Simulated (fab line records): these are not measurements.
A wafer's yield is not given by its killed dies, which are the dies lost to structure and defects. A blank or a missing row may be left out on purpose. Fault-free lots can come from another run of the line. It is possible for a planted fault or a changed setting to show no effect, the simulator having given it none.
Lot-split experiment / flow n5Finfet / 39 wafers read across 7 lots, on a route 1938 steps long

THE SPLIT ITSELF
At N5_FIN_SAQP_ETCH_52 (etches SOC in N2/H2, target depth 100 nm, overetch 20 nm, time 150 s), the setting sourceW was moved away from the recipe's 840 W on 15 of the 39 wafers read, by -18.9% to +9.0%. This setting was run at the recipe's value on the other wafers.

The split's own step is where the reading is taken.

THE READING
rfVppV, in V, at N5_FIN_SAQP_ETCH_52 (etches SOC in N2/H2, target depth 100 nm, overetch 20 nm, time 150 s). Fault-free wafers of this fab line usually give 523.9 V, standard deviation 2.6 V.

wafer=L078.1; tool, chamber at the split=rieDiel-01, 2; sourceW as run, W=735.8; against the recipe=-12.4%; rfVppV, V=545.5; against lot-mates on the recipe=+22.2
wafer=L078.2; tool, chamber at the split=rieDiel-01, 3; sourceW as run, W=840; against the recipe=recipe; rfVppV, V=523.1; against lot-mates on the recipe=-
wafer=L078.3; tool, chamber at the split=rieDiel-01, 0; sourceW as run, W=840; against the recipe=recipe; rfVppV, V=523.1; against lot-mates on the recipe=-
wafer=L078.4; tool, chamber at the split=rieDiel-01, 1; sourceW as run, W=840; against the recipe=recipe; rfVppV, V=523.8; against lot-mates on the recipe=-
wafer=L078.5; tool, chamber at the split=rieDiel-01, 2; sourceW as run, W=735.8; against the recipe=-12.4%; rfVppV, V=546.5; against lot-mates on the recipe=+23.2
wafer=L078.6; tool, chamber at the split=rieDiel-01, 3; sourceW as run, W=735.8; against the recipe=-12.4%; rfVppV, V=546.7; against lot-mates on the recipe=+23.4
wafer=L084.1; tool, chamber at the split=rieDiel-01, 0; sourceW as run, W=840; against the recipe=recipe; rfVppV, V=524.8; against lot-mates on the recipe=-
wafer=L084.2; tool, chamber at the split=rieDiel-01, 2; sourceW as run, W=915.9; against the recipe=+9.0%; rfVppV, V=508.3; against lot-mates on the recipe=-15.3
wafer=L084.3; tool, chamber at the split=rieDiel-01, 1; sourceW as run, W=915.9; against the recipe=+9.0%; rfVppV, V=508.9; against lot-mates on the recipe=-14.7
wafer=L084.4; tool, chamber at the split=rieDiel-01, 3; sourceW as run, W=840; against the recipe=recipe; rfVppV, V=523.1; against lot-mates on the recipe=-
wafer=L084.5; tool, chamber at the split=rieDiel-01, 2; sourceW as run, W=840; against the recipe=recipe; rfVppV, V=523.0; against lot-mates on the recipe=-
wafer=L084.6; tool, chamber at the split=rieDiel-01, 3; sourceW as run, W=915.9; against the recipe=+9.0%; rfVppV, V=507.1; against lot-mates on the recipe=-16.5
wafer=L085.1; tool, chamber at the split=rieDiel-02, 3; sourceW as run, W=840; against the recipe=recipe; rfVppV, V=526.6; against lot-mates on the recipe=-
wafer=L085.2; tool, chamber at the split=rieDiel-02, 1; sourceW as run, W=840; against the recipe=recipe; rfVppV, V=523.6; against lot-mates on the recipe=-
wafer=L085.3; tool, chamber at the split=rieDiel-02, 2; sourceW as run, W=681; against the recipe=-18.9%; rfVppV, V=559.8; against lot-mates on the recipe=+34.0
wafer=L085.4; tool, chamber at the split=rieDiel-02, 0; sourceW as run, W=681; against the recipe=-18.9%; rfVppV, V=564.6; against lot-mates on the recipe=+38.8
wafer=L085.5; tool, chamber at the split=rieDiel-02, 0; sourceW as run, W=840; against the recipe=recipe; rfVppV, V=527.2; against lot-mates on the recipe=-
wafer=L085.6; tool, chamber at the split=rieDiel-02, 3; sourceW as run, W=681; against the recipe=-18.9%; rfVppV, V=564.8; against lot-mates on the recipe=+39.0
wafer=L087.2; tool, chamber at the split=rieDiel-01, 3; sourceW as run, W=840; against the recipe=recipe; rfVppV, V=522.7; against lot-mates on the recipe=-
wafer=L087.3; tool, chamber at the split=rieDiel-01, 0; sourceW as run, W=840; against the recipe=recipe; rfVppV, V=522.5; against lot-mates on the recipe=-
wafer=L087.5; tool, chamber at the split=rieDiel-01, 2; sourceW as run, W=840; against the recipe=recipe; rfVppV, V=522.5; against lot-mates on the recipe=-
wafer=L088.1; tool, chamber at the split=rieDiel-01, 3; sourceW as run, W=793.4; against the recipe=-5.5%; rfVppV, V=533.2; against lot-mates on the recipe=+11.5
wafer=L088.2; tool, chamber at the split=rieDiel-01, 0; sourceW as run, W=793.4; against the recipe=-5.5%; rfVppV, V=532.7; against lot-mates on the recipe=+11.0
wafer=L088.3; tool, chamber at the split=rieDiel-01, 2; sourceW as run, W=840; against the recipe=recipe; rfVppV, V=520.2; against lot-mates on the recipe=-
wafer=L088.4; tool, chamber at the split=rieDiel-01, 1; sourceW as run, W=840; against the recipe=recipe; rfVppV, V=522.3; against lot-mates on the recipe=-
wafer=L088.5; tool, chamber at the split=rieDiel-01, 3; sourceW as run, W=793.4; against the recipe=-5.5%; rfVppV, V=533.7; against lot-mates on the recipe=+12.0
wafer=L088.6; tool, chamber at the split=rieDiel-01, 0; sourceW as run, W=840; against the recipe=recipe; rfVppV, V=522.5; against lot-mates on the recipe=-
wafer=L089.1; tool, chamber at the split=rieDiel-02, 2; sourceW as run, W=789.3; against the recipe=-6.0%; rfVppV, V=533.2; against lot-mates on the recipe=+7.9
wafer=L089.2; tool, chamber at the split=rieDiel-02, 3; sourceW as run, W=840; against the recipe=recipe; rfVppV, V=526.2; against lot-mates on the recipe=-
wafer=L089.3; tool, chamber at the split=rieDiel-02, 0; sourceW as run, W=789.3; against the recipe=-6.0%; rfVppV, V=539.5; against lot-mates on the recipe=+14.2
wafer=L089.4; tool, chamber at the split=rieDiel-02, 0; sourceW as run, W=789.3; against the recipe=-6.0%; rfVppV, V=538.1; against lot-mates on the recipe=+12.8
wafer=L089.5; tool, chamber at the split=rieDiel-02, 3; sourceW as run, W=840; against the recipe=recipe; rfVppV, V=526.8; against lot-mates on the recipe=-
wafer=L089.6; tool, chamber at the split=rieDiel-02, 2; sourceW as run, W=840; against the recipe=recipe; rfVppV, V=522.9; against lot-mates on the recipe=-
wafer=L091.1; tool, chamber at the split=rieDiel-06, 0; sourceW as run, W=840; against the recipe=recipe; rfVppV, V=527.2; against lot-mates on the recipe=-
wafer=L091.2; tool, chamber at the split=rieDiel-06, 3; sourceW as run, W=840; against the recipe=recipe; rfVppV, V=521.0; against lot-mates on the recipe=-
wafer=L091.3; tool, chamber at the split=rieDiel-06, 1; sourceW as run, W=840; against the recipe=recipe; rfVppV, V=523.1; against lot-mates on the recipe=-
wafer=L091.4; tool, chamber at the split=rieDiel-06, 3; sourceW as run, W=840; against the recipe=recipe; rfVppV, V=520.3; against lot-mates on the recipe=-
wafer=L091.5; tool, chamber at the split=rieDiel-06, 0; sourceW as run, W=840; against the recipe=recipe; rfVppV, V=527.7; against lot-mates on the recipe=-
wafer=L091.6; tool, chamber at the split=rieDiel-06, 1; sourceW as run, W=840; against the recipe=recipe; rfVppV, V=523.4; against lot-mates on the recipe=-

FIT RESULTS
A straight line over all 39 wafers: rfVppV changes by -1.95 V for each +1% of sourceW; r = -0.99; the points scatter about the line by 2.3 V.
The same after taking each lot's own level away (the mean of its wafers on the recipe; 39 wafers): -1.9 V for each +1%; r = -0.99; scatter 1.8 V.
According to that fit, moving sourceW by its largest amount changes the reading by 36 V.
Across the lots, their own levels run from 521.67 to 525.80 V, a range of 1.6 times the standard deviation given above.
So the lot-to-lot level changes the slope little: the two slopes agree.
Check: for one of the wafers moved furthest among these (-18.9%), held out of the fit, the line's prediction against its lot-mates is +36.7 V. It came out at +34 V against them.
Tool readings at the split's step, against how far the setting was moved: rfVppV r = -0.99.

ADDITIONAL SPLITS CARRIED BY THESE WAFERS
Note: prior to the reading, these wafers also went through further splits. Each is held against what the fit with the lots' levels taken away leaves over:
other split on the same wafers=N5_FIN_SAQP_EXPOSE_13 doseMj; wafers away from the commonest value=12; r with rfVppV (lot level and that fit taken away)=+0.00

THE WHOLE CHAIN: every reading that the file lists as answering this split, in the file's order
step=N5_FIN_SAQP_ETCH_52; what it does=etches SOC in N2/H2, target depth 100 nm, overetch 20 nm, time 150 s; reading=rfVppV; change (the file's fit)=-1.91 V for each +1% of the setting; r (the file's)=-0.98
step=N5_FIN_SAQP_ETCH_52; what it does=etches SOC in N2/H2, target depth 100 nm, overetch 20 nm, time 150 s; reading=SiARC_of_FIN_SAQP_COAT_50.thkNm (the simulator's own value, which no gauge read); change (the file's fit)=-0.0306 nm for each +1% of the setting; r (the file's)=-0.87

FILE'S OWN FIT
rfVppV changes by -1.91 V for each +1% of sourceW, r = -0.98.
